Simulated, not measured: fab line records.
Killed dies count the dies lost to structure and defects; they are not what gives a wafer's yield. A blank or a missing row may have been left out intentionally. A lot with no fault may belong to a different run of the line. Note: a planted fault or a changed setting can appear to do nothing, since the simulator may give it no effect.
A lot that was struck, set against a sound lot + flow n5-finfet + 39 steps out of a route of 1938
Sound: these wafers, L542.2, L542.3, L542.6. Struck: wafers L554.1, L554.2, L554.4. The cause is named last.
Order at every step that has rows: each side's tool, ch and its chambers, its first start. Under that, the readings that differ: sound wafers + struck wafers + difference of the means + sigmas: that difference in standard deviations of wafers without a fault.
alike: readings with means less than 2 such deviations apart, plus words and numbers identical on both sides. not compared: withheld readings, readings lacking a value on some wafer, bounds such as >300 that could conceal the same value, and numbers that have no deviation in the record and whose values overlap.
A row with sigmas, a row that says differs or no value, or rows on one side alone: a step with any of these is where the two part. When numbers do not overlap yet have no deviation, they are printed without sigmas and do not part them. A reading that every wafer of one side lacks parts them only if that side has two wafers or more.

first, 11 steps without rows for these wafers: N5_BEOL_M4_SPUTTER_90 (material Cu, target thk 4.5 nm, time 8.29 s); N5_BEOL_M4_ANNEAL_91 (time 240 s); N5_BEOL_M4_SPUTTER_92 (material Cu, target thk 4.5 nm, time 8.29 s); N5_BEOL_M4_ANNEAL_93 (time 240 s); N5_BEOL_M4_SPUTTER_94 (material Cu, target thk 4.5 nm, time 8.29 s); N5_BEOL_M4_ANNEAL_95 (time 240 s); N5_BEOL_M4_SPUTTER_96 (material Cu, target thk 4.5 nm, time 8.29 s); N5_BEOL_M4_ECD_50 (material Cu, target thk 300 nm); N5_BEOL_M4_ANNEAL_51 (time 90 s); N5_BEOL_M4_CMP_52 (polishes, stops on SiOC, t overpolish 6.8 s, target thk 40 nm); N5_BEOL_M4_PRE_CLEAN_60 (time 15 s).
N5_BEOL_M4_CO_CAP_55: material Co, precursor CCTBA/H2, target thk 2 nm, time 102.1 s.
  sound on cvd-co-01 ch 0,1,2, day 8 13:23; struck on cvd-co-01 ch 0,2, day 11 16:08
  alike: heater-power-w
then, 2 steps without rows for these wafers: N5_BEOL_M4_PRE_CLEAN_56 (time 15 s); N5_BEOL_M4_DEP_57 (deposits SiCN from 3MS/NH3, target thk 8 nm, time 14 s).
N5_BEOL_M4_INSPECT_59: inspects for defects (darkfield).
  struck on defect-inspect-02, day 11 16:20; sound on defect-inspect-02, day 8 13:35
| reading          | sound    | struck         | difference | sigmas |
|------------------|----------|----------------|------------|--------|
| raw-defect-count | 60 63 71 | 1607 1560 1526 | +1500      | +65    |
N5_BEOL_M4_RC_MEAS_101:
  sound on prober-01 ch 0, day 8 13:46; struck on prober-01 ch 0, day 11 16:22
  alike: DIBL_N, DIBL_P, IOFF_N, IOFF_P, ION_N, ION_P, SS_N, SS_P, VT_N, VT_P
then, 13 steps without rows for these wafers: N5_BEOL_M5_ILD_DEP_00 (deposits SiCOH lowk from DEMS/porogen, target thk 140.64 nm, time 25.9 s); N5_BEOL_M5_CURE_79 (cures SiCOH lowk, time 240 s); N5_BEOL_M5_PECVD_70 (deposits SiO2 from TEOS/O2, target thk 16 nm, time 18 s); N5_BEOL_M5_HM_DEP_02 (deposits TiN, target thk 20 nm); N5_BEOL_M5_COAT_59 (time 60 s, resist thk 60 nm); N5_BEOL_M5_COAT_60 (time 60 s, resist thk 12 nm); N5_BEOL_M5_COAT_71 (time 60 s, resist thk 5 nm); N5_BEOL_M5_COAT_05 (resist thk 30 nm); N5_BEOL_M5_EBR_07; N5_BEOL_M5_SOFTBAKE_06 (time 60 s); N5_BEOL_M5_EXPOSE_08 (exposes mask M5, target cd 28 nm); N5_BEOL_M5_PEB_09 (peb time 60 s); N5_BEOL_M5_DEVELOP_10 (develop time 30 s).
N5_BEOL_M5_INSPECT_13: inspects for defects (brightfield).
  struck on defect-inspect-02, day 11 19:15; sound on defect-inspect-01, day 8 16:10
| reading          | sound       | struck         | difference | sigmas |
|------------------|-------------|----------------|------------|--------|
| raw-defect-count | 576 414 383 | 1942 1903 1890 | +1454      | +15    |
then, 7 steps without rows for these wafers: N5_BEOL_M5_DESCUM_16 (chemistry O2, time 7 s); N5_BEOL_M5_ETCH_72 (etches underlayer in N2/H2, target depth 6.5 nm, time 5.2 s); N5_BEOL_M5_ETCH_61 (etches SiARC in CF4, target depth 15.6 nm, time 26 s); N5_BEOL_M5_ETCH_62 (etches SOC in N2/H2, target depth 75 nm, overetch 15 nm, time 112.5 s); N5_BEOL_M5_STRIP_63 (strips in N2/H2); N5_BEOL_M5_STRIP_73 (strips in N2/H2); N5_BEOL_M5_STRIP_64 (strips in CF4).
N5_BEOL_M5_INSPECT_30: inspects for defects (brightfield).
  struck on defect-inspect-02, day 11 23:41; sound on defect-inspect-02, day 8 18:34
| reading          | sound       | struck         | difference | sigmas |
|------------------|-------------|----------------|------------|--------|
| raw-defect-count | 578 384 384 | 1954 1922 1870 | +1467      | +15    |
-- the record jumps here: 4 days lie between the struck wafers' starts before and after (it left off in module BEOL_M5 and takes up again in module PASSIVATION, whose first step shown is number 1936 of the route) --
N5_PASSIVATION_PROBE_49:
  record: rows for the struck wafers here (prober-01, day 16 07:06), none for the sound ones

== WHERE THEY PART ==
Earliest at N5_BEOL_M4_INSPECT_59; latest, in this record, at N5_PASSIVATION_PROBE_49.

WHY: the cause the simulator had injected
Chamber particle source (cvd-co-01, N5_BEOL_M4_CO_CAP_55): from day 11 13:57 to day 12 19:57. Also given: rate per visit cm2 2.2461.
